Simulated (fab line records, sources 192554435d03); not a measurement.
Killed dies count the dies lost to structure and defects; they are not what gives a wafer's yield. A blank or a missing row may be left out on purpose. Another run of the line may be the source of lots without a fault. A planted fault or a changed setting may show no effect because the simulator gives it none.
Chamber matching || flow n5-finfet || 4 sister chambers for N5_GATE_CUT_HM_OPEN_40 on rie-diel-06
The step chemistry C4F6/O2, target SiO2, target depth 139 nm, time 85.1 s. 4 wafers are shown with their chamber, then 7 later ones without.

== WAFERS WITH THEIR CHAMBER ==
{"wafer": "L076.4", "chamber": 0, "showerhead-plenum-p-Torr (Torr)": 2.92}
{"wafer": "L089.4", "chamber": 1, "showerhead-plenum-p-Torr (Torr)": 2.81}
{"wafer": "L092.2", "chamber": 3, "showerhead-plenum-p-Torr (Torr)": 2.64}
{"wafer": "L092.4", "chamber": 2, "showerhead-plenum-p-Torr (Torr)": 2.98}

== WAFERS WITHOUT THEIR CHAMBER ==
{"wafer": "L092.5", "showerhead-plenum-p-Torr (Torr)": 2.98}
{"wafer": "L096.2", "showerhead-plenum-p-Torr (Torr)": 2.90}
{"wafer": "L096.4", "showerhead-plenum-p-Torr (Torr)": 2.64}
{"wafer": "L096.6", "showerhead-plenum-p-Torr (Torr)": 2.98}
{"wafer": "L097.2", "showerhead-plenum-p-Torr (Torr)": 2.90}
{"wafer": "L097.3", "showerhead-plenum-p-Torr (Torr)": 2.98}
{"wafer": "L097.4", "showerhead-plenum-p-Torr (Torr)": 2.64}

== THE CHAMBER EACH PASSED THROUGH ==
{"wafer": "L092.5", "from the rows above": 2, "in truth": 2}
{"wafer": "L096.2", "from the rows above": 0, "in truth": 0}
{"wafer": "L096.4", "from the rows above": 3, "in truth": 3}
{"wafer": "L096.6", "from the rows above": 2, "in truth": 2}
{"wafer": "L097.2", "from the rows above": 0, "in truth": 0}
{"wafer": "L097.3", "from the rows above": 2, "in truth": 2}
{"wafer": "L097.4", "from the rows above": 3, "in truth": 3}
Placed correctly: 7 of 7. Can't be placed from these rows: 0. Number placed wrongly: 0.
How it was worked out, from the rows above alone: a wafer's distance from a chamber is the root of the sum, over the readings, of the square of ((its reading less the chamber's mean) divided by the reading's scatter). The wafer belongs to the nearest chamber; if the next one is less than 2 further off, it can't be placed. Each chamber's mean is taken over the wafers shown for it. The scatter (one wafer shown for each chamber): square how far every hidden wafer sits from the nearest shown wafer, average those squares and take the square root.
